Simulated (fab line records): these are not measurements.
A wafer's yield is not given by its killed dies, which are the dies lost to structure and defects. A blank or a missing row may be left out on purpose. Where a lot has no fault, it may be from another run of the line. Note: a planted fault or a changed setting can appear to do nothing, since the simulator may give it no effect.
Comparing a struck lot with a sound one | flow nand-harc | 16 steps out of a route of 1302
Sound: the wafers L577.1, L577.2, L577.3. Struck: wafer L593.3 (left out: L593.1, L593.2 of the same lot, which were not struck); the cause appears at the end.
Order at every step that has rows: each side's tool, ch and its chambers, its first start. Under that, the readings that differ: sound wafers | struck wafers | difference of the means | sigmas: that difference in standard deviations of wafers without a fault.
alike: readings whose means differ by less than 2 such deviations, and words and numbers that are the same on both sides. not compared: withheld readings, readings that some wafer has no value for, bounds like >300 that may hide the same value, and numbers for which the record gives no deviation and whose values overlap.
The two part at a step that has a row with sigmas, a row that says differs or no value, or rows on one side only. Numbers that don't overlap but have no deviation are shown without sigmas and don't part them. A reading that every wafer of one side lacks parts them only if that side has two wafers or more.

NHARC_A_M1_PRE_CLEAN_30: time 30 s.
  sound on pvd-sputter-01; struck on pvd-sputter-02
  alike: heater-power-w
NHARC_A_M1_PVD_20: deposits TaN, target thk 5 nm, time 8.06 s.
  sound on pvd-sputter-01; struck on pvd-sputter-02
  alike: throttle-valve-pct
then, 2 steps without rows for these wafers: NHARC_A_M1_PVD_21 (deposits Cu, target thk 30 nm, time 20.49 s); NHARC_A_M1_ECD_22 (material Cu, target thk 400 nm).
NHARC_A_M1_ANNEAL_31: time 90 s.
  sound on rtp-anneal-02 ch 0, day 24 03:20; struck on rtp-anneal-01 ch 0, day 30 21:12
  alike: wafer_temp_C_max
then, 1 step without rows for these wafers: NHARC_A_M1_CMP_23 (polishes, t overpolish 20 s, target thk 154.34 nm).
NHARC_A_M1_THK_MEAS_24: measures by xrf.
  sound on film-metro-02, day 24 04:00; struck on film-metro-02, day 30 21:51
  reading     | sound             | struck | difference | sigmas
  thk-nm (nm) | 158.1 157.9 156.7 | 153.8  | -3.8       | -2
next, for these wafers, 1 step has no rows: NHARC_A_M1_SRD_25.
NHARC_A_M1_INSPECT_27:
  sound on defect-inspect-01, day 24 04:10; struck on defect-inspect-02, day 30 22:01
  alike: raw-defect-count
then, 1 step without rows for these wafers: NHARC_A_M1_PRE_CLEAN_32 (time 12 s).
NHARC_A_M1_DEP_33: deposits SiCN, target thk 30 nm.
  sound on pecvd-02 ch 0,1,2, day 24 04:18; struck on pecvd-02 ch 2, day 30 22:10
  alike: heater-power-w
NHARC_A_BONDPAD_DEP_00: deposits SiCN, target thk 250 nm.
  sound on pecvd-04 ch 0,1,2, day 24 05:04; struck on pecvd-04 ch 0, day 30 22:42
  alike: heater-power-w
NHARC_A_BONDPAD_CMP_29: polishes SiCN, target thk 200 nm.
  sound on cmp-04 ch 0,1,2, day 24 05:29; struck on cmp-04 ch 2, day 30 23:07
  alike: motor-current-A
NHARC_A_BONDPAD_THK_MEAS_30: measures by ellipsometry.
  sound on film-metro-02, day 24 05:44; struck on film-metro-02, day 30 23:22
  reading     | sound             | struck | difference | sigmas
  thk-nm (nm) | 200.4 198.3 199.8 | 168.6  | -30.9      | -22
next, for these wafers, 1 step has no rows: NHARC_A_BONDPAD_SRD_31.
NHARC_END_SORT_01:
  sound on prober-01 ch 0, day 26 01:03; struck on prober-02 ch 0, day 32 22:37
  alike: defect-limited-yield, killed-at-array, killed-at-other, killed-at-periphery, killed-dies, killed-open, killed-short

== WHERE THEY PART ==
First at NHARC_A_M1_THK_MEAS_24; last, within this record, at NHARC_A_BONDPAD_THK_MEAS_30. Later steps at which nothing parts them and some readings are alike: NHARC_END_SORT_01.

WHY: whatever the simulator had introduced
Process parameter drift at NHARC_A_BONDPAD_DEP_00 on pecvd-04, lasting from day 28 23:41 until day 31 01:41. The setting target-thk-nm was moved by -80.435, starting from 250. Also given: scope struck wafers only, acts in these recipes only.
